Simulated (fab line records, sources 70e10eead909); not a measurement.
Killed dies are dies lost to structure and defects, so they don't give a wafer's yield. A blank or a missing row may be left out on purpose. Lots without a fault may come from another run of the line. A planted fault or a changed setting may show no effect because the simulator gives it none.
Which tool did it? | flow nand_harc | 12 lots, 36 wafers sampled, at 5 steps of a route of 1302

WHAT THE GAUGES READ, wafer by wafer
NHARC_P_BONDPAD_CD_MEAS_09: target cd 500 nm.
lot  | measured     | on        | cd_nm (nm)
L076 | day 7 06:19  | cd_sem-01 | 499.0 500.3 500.5
L077 | day 7 18:01  | cd_sem-03 | 500.8 500.5 500.3
L079 | day 8 17:53  | cd_sem-01 | 501.8 502.6 500.3
L081 | day 9 16:36  | cd_sem-02 | 500.8 502.2 499.4
L083 | day 10 07:20 | cd_sem-01 | 500.3 501.3 501.4
L085 | day 11 05:47 | cd_sem-03 | 500.7 500.6 499.6
L087 | day 11 22:22 | cd_sem-03 | 503.7 501.0 502.8
L088 | day 12 22:29 | cd_sem-02 | 500.2 499.9 499.2
L091 | day 13 20:31 | cd_sem-02 | 501.5 503.1 502.1
L093 | day 14 11:49 | cd_sem-01 | 501.3 502.7 500.7
L095 | day 15 04:09 | cd_sem-02 | 499.9 501.7 500.2
L096 | day 17 03:55 | cd_sem-01 | 500.2 500.8 499.3

WHICH TOOL RAN EACH LOT (tool, then ch and the chambers of the sampled wafers, then the start)
lot  | NHARC_P_M2_ETCH_28                            | NHARC_P_M2_PRE_CLEAN_30                 | NHARC_P_M2_PVD_20                       | NHARC_P_M2_DEP_33
L076 | rie_diel-06 ch 0,1,2, day 7 04:40 or earlier  | pvd_sputter-01, day 7 04:40 or earlier  | pvd_sputter-01, day 7 04:40 or earlier  | pecvd-03 ch 0,1,2, day 7 04:40
L077 | rie_diel-05 ch 1,2,3, day 7 16:26 or earlier  | pvd_sputter-02, day 7 16:26 or earlier  | pvd_sputter-02, day 7 16:26 or earlier  | pecvd-02 ch 0,1, day 7 16:26
L079 | rie_diel-05 ch 0,1,3, day 8 16:15 or earlier  | pvd_sputter-02, day 8 16:15 or earlier  | pvd_sputter-02, day 8 16:15 or earlier  | pecvd-01 ch 0,1, day 8 16:15
L081 | rie_diel-06 ch 0,3, day 9 14:58 or earlier    | pvd_sputter-03, day 9 14:58 or earlier  | pvd_sputter-03, day 9 14:58 or earlier  | pecvd-03 ch 1,2, day 9 14:58
L083 | rie_diel-13 ch 1,2,3, day 10 05:39 or earlier | pvd_sputter-03, day 10 05:39 or earlier | pvd_sputter-03, day 10 05:39 or earlier | pecvd-02 ch 0,1,2, day 10 05:39
L085 | rie_diel-06 ch 0,1,3, day 11 04:11 or earlier | pvd_sputter-02, day 11 04:11 or earlier | pvd_sputter-02, day 11 04:11 or earlier | pecvd-03 ch 1,2, day 11 04:11
L087 | rie_diel-05 ch 0,2,3, day 11 20:45 or earlier | pvd_sputter-01, day 11 20:45 or earlier | pvd_sputter-01, day 11 20:45 or earlier | pecvd-03 ch 0,1,2, day 11 20:45
L088 | rie_diel-05 ch 0,2,3, day 12 20:58 or earlier | pvd_sputter-01, day 12 20:58 or earlier | pvd_sputter-01, day 12 20:58 or earlier | pecvd-01 ch 0,1,2, day 12 20:58
L091 | rie_diel-05 ch 1,3, day 13 18:53 or earlier   | pvd_sputter-01, day 13 18:53 or earlier | pvd_sputter-01, day 13 18:53 or earlier | pecvd-01 ch 0,1, day 13 18:53
L093 | rie_diel-13 ch 0,1,2, day 14 10:21 or earlier | pvd_sputter-02, day 14 10:21 or earlier | pvd_sputter-02, day 14 10:21 or earlier | pecvd-02 ch 0,1, day 14 10:21
L095 | rie_diel-06 ch 1,3, day 15 02:31 or earlier   | pvd_sputter-02, day 15 02:31 or earlier | pvd_sputter-02, day 15 02:31 or earlier | pecvd-02 ch 0,2, day 15 02:31
L096 | rie_diel-06 ch 1,3, day 17 02:18 or earlier   | pvd_sputter-01, day 17 02:18 or earlier | pvd_sputter-01, day 17 02:18 or earlier | pecvd-01 ch 0,2, day 17 02:18
- NHARC_P_M2_ETCH_28: etches the open film in CF4/N2, target depth 30 nm, time 72.99 s.
- NHARC_P_M2_PRE_CLEAN_30: time 30 s.
- NHARC_P_M2_PVD_20: deposits TaN, target thk 5 nm, time 8.06 s.
- NHARC_P_M2_DEP_33: deposits SiCN, target thk 30 nm.

THE ANSWER, worked out from the rows above alone
Rule: what is usual is taken from the lots themselves. Put in order of their means at a reading, lots are off if they are a third of the lots or fewer, leave a main group of 4 or more, and stand apart from it by a gap of 3 or more times the standard deviation of the main group's means; of several such gaps the widest counts. A main group whose means are all the same, to the digits that the tables above print for the reading, isn't used. A lot without any number at a reading at which 4 lots or more have one is off too. The other lots that the step has rows for count as sound.
No lot is off at any reading shown: from this, nothing can be told.

WHAT THE SIMULATOR HAD PUT IN
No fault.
